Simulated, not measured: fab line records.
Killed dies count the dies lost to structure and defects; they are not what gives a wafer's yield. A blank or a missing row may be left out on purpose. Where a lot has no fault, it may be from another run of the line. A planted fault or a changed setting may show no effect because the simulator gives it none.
One fault through the eyes of 2 desks + flow n5-finfet + numbers are kept per desk, each desk with only its own; the story behind them comes last

THE METROLOGY DESK
What the gauges read, lot by lot, whatever tool the lot ran on: means of the sampled wafers that have a number. The brackets show how far a lot's mean lies from the usual mean; more than 4 standard deviations puts the lot out of limits, marked OUT. 7 of its 14 readings are shown, namely those furthest out on some lot.
Columns: A = cd-nm at N5_MOL_CONTACT_COAG_CD_MEAS_08, usual 27.86 nm; B = DIBL_P at N5_BEOL_M4_RC_MEAS_101, usual 36.9 mV/V; C = IOFF_P at N5_BEOL_M4_RC_MEAS_101, usual 0.22 nA/um; D = ION_P at N5_BEOL_M4_RC_MEAS_101, usual 465 uA/um; E = RC_DENSE_P at N5_BEOL_M4_RC_MEAS_101, usual 24.0 ohm.um; F = RC_P at N5_BEOL_M4_RC_MEAS_101, usual 19.5 ohm.um; G = VT_P at N5_BEOL_M4_RC_MEAS_101, usual -250 mV
| lot  | first seen here | A     | B    | C    | D   | E    | F    | G    |
|------|-----------------|-------|------|------|-----|------|------|------|
| L482 | day 5 00:19     | 28.22 | 36.8 | 0.17 | 457 | 24.1 | 19.6 | -255 |
| L481 | day 5 02:34     | 28.06 | 35.2 | 0.21 | 468 | 23.5 | 19.1 | -250 |
| L483 | day 5 10:37     | 27.80 | 40.6 | 0.30 | 472 | 24.1 | 19.6 | -244 |
| L484 | day 5 14:13     | 27.89 | 36.2 | 0.19 | 467 | 24.0 | 19.6 | -253 |
| L486 | day 6 08:02     | 27.71 | 41.8 | 0.38 | 482 | 24.0 | 19.5 | -240 |
| L488 | day 6 21:32     | 28.14 | 35.5 | 0.23 | 470 | 24.0 | 19.6 | -246 |
| L491 | day 7 10:47     | 27.87 | 39.3 | 0.30 | 472 | 24.5 | 20.0 | -245 |
| L493 | day 7 19:31     | 27.71 | 37.6 | 0.19 | 462 | 24.3 | 19.8 | -254 |
| L496 | day 8 15:21     | 26.92 | 35.2 | 0.20 | 461 | 25.1 | 20.4 | -251 |
| L499 | day 9 10:15     | 27.08 | 32.8 | 0.16 | 453 | 26.4 | 21.5 | -253 |
This desk's verdict: no lot among the 10 shows anything out of limits.

THE TOOL OWNER'S DESK: euv-scanner-02
The tool's own readings at N5_MOL_CONTACT_COAG_EXPOSE_05 (exposes mask CA, defocus 0 nm): means of the sampled wafers that have a number, for each lot that ran on this tool. The brackets show how far a lot's mean lies from the usual mean; more than 4 standard deviations puts the lot out of limits, marked OUT.
Columns: A = exposure-dose-mJ-cm2 at N5_MOL_CONTACT_COAG_EXPOSE_05, usual 38.21
| lot  | first seen here | A               |
|------|-----------------|-----------------|
| L483 | day 5 11:41     | 38.15           |
| L484 | day 5 15:08     | 38.15           |
| L488 | day 6 22:35     | 38.14           |
| L491 | day 7 11:41     | 38.15           |
| L496 | day 8 16:29     | 36.36 (-31) OUT |
| L499 | day 9 11:17     | 36.72 (-25) OUT |
Finding of this desk: L496, L499 out of limits; the first was L496 at day 8 16:29, on exposure-dose-mJ-cm2 at N5_MOL_CONTACT_COAG_EXPOSE_05. L483, L484, L488, L491: within limits.

PUT TOGETHER
At day 8 16:29, on L496, L499, the tool owner's desk was in a position to raise an alarm.
Nothing out of limits was seen by the metrology desk.
The metrology desk has L496, L499 on record, within its limits.
The lots listed all ran N5_MOL_CONTACT_COAG_EXPOSE_05 on euv-scanner-02.

WHAT HAD BEEN PUT IN BY THE SIMULATOR
Process parameters drifting: euv-scanner-02 at N5_MOL_CONTACT_COAG_EXPOSE_05, beginning at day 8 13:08. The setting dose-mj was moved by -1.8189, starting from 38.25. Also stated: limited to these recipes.
Struck lots among those shown: L496, L499.
Delay in hours, fault start to first out-of-limits reading, by desk: the tool owner's desk at 3.
